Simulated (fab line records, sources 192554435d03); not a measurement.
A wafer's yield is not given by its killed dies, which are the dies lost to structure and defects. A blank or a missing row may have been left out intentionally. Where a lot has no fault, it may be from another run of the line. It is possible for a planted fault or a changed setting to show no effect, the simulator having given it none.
Split-lot experiment + flow n5-finfet + on a route of 1938 steps: 7 lots, 21 wafers read

SPLIT DETAILS
At N5_BEOL_M8_ETCH_62 (etches SOC in N2/H2, target depth 110 nm, overetch 22 nm, time 165 s), the setting time-s was moved away from the recipe's 165 s on 11 of the 21 wafers read, by -17.3% to +13.2%. All remaining wafers had this setting at the recipe value.

The reading comes from the split's own step.

THE READING
SiARC_of_BEOL_M8_COAT_60.thk-nm (the simulator's own value, which no gauge read), in nm, at N5_BEOL_M8_ETCH_62 (etches SOC in N2/H2, target depth 110 nm, overetch 22 nm, time 165 s). No usual value for it is given in the file. Here, 10 wafers ran the recipe; their average is 28.3 nm with a standard deviation of 0.18 nm.

| wafer  | tool, chamber at the split | time-s as run, s | against the recipe | SiARC_of_BEOL_M8_COAT_60.thk-nm, nm | against lot-mates on the recipe |
|--------|----------------------------|------------------|--------------------|-------------------------------------|---------------------------------|
| L074.1 | rie-diel-02, 2             | 186.7            | +13.2%             | 27.8                                | -0.6                            |
| L074.2 | rie-diel-02, 3             | 186.7            | +13.2%             | 27.4                                | -1.0                            |
| L074.3 | rie-diel-02, 1             | 165              | recipe             | 28.4                                | -                               |
| L077.3 | rie-diel-01, 3             | 138.2            | -16.2%             | 29.4                                | +1.2                            |
| L077.4 | rie-diel-01, 0             | 165              | recipe             | 28.4                                | -                               |
| L077.5 | rie-diel-01, 1             | 165              | recipe             | 28                                  | -                               |
| L078.1 | rie-diel-02, 3             | 165              | recipe             | 28                                  | -                               |
| L078.3 | rie-diel-02, 0             | 136.4            | -17.3%             | 29.6                                | +1.3                            |
| L078.5 | rie-diel-02, 0             | 165              | recipe             | 28.6                                | -                               |
| L080.1 | rie-diel-04, 3,2           | 176.8            | +7.2%              | 28                                  | -0.4                            |
| L080.2 | rie-diel-04, 3,2           | 176.8            | +7.2%              | 28                                  | -0.4                            |
| L080.3 | rie-diel-04, 1             | 165              | recipe             | 28.4                                | -                               |
| L084.4 | rie-diel-02, 2             | 165              | recipe             | 28.4                                | -                               |
| L084.5 | rie-diel-02, 3             | 142              | -13.9%             | 29                                  | +0.6                            |
| L084.6 | rie-diel-02, 2             | 142              | -13.9%             | 29.4                                | +1.0                            |
| L088.1 | rie-diel-01, 1             | 147.5            | -10.6%             | 29                                  | no lot-mate on the recipe       |
| L088.2 | rie-diel-01, 2,3           | 147.5            | -10.6%             | 29.2                                | no lot-mate on the recipe       |
| L088.5 | rie-diel-01, 2,3           | 147.5            | -10.6%             | 29.2                                | no lot-mate on the recipe       |
| L096.2 | rie-diel-01, 2,0           | 165              | recipe             | 28.4                                | -                               |
| L096.6 | rie-diel-01, 2,0           | 165              | recipe             | 28.4                                | -                               |
| L096.3 | rie-diel-01, 0             | 165              | recipe             | 28.2                                | -                               |
Where a row lists several chambers, the file gives one row for several wafers and doesn't say which wafer went through which chamber.

THE FIT
A straight line over all 21 wafers: SiARC_of_BEOL_M8_COAT_60.thk-nm changes by -0.0638 nm for each +1% of time-s; r = -0.96; the points scatter about the line by 0.18 nm.
The same after taking each lot's own level away (the mean of its wafers on the recipe; 18 wafers): -0.0647 nm for each +1%; r = -0.96; scatter 0.18 nm.
On that fit, the largest move of time-s shifts the reading by 1.1 nm.
The lots' own levels span 28.20 to 28.40 nm, that is 1.1 times the standard deviation above.
So the lot-to-lot level changes the slope little: the two slopes agree.
Check: with one of the wafers moved furthest among these (-17.3%) left out of the fit, the line predicts +1.09 nm for it against its lot-mates. It came out at +1.3 nm against them.

THE OTHER SPLITS THESE WAFERS WENT THROUGH
Note: prior to the reading, these wafers also went through further splits. Each is held against what the fit with the lots' levels taken away leaves over:
| other split on the same wafers     | wafers away from the commonest value | r with SiARC_of_BEOL_M8_COAT_60.thk-nm (lot level and that fit taken away) |
|------------------------------------|--------------------------------------|----------------------------------------------------------------------------|
| N5_BEOL_M7_TRENCH_ETCH_37 source-w | 8                                    | +0.33                                                                      |
| N5_BEOL_M8_DESCUM_16 time-s        | 8                                    | +0.18                                                                      |

FILE'S OWN FIT
SiARC_of_BEOL_M8_COAT_60.thk-nm changes by -0.0677 nm for each +1% of time-s, r = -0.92.
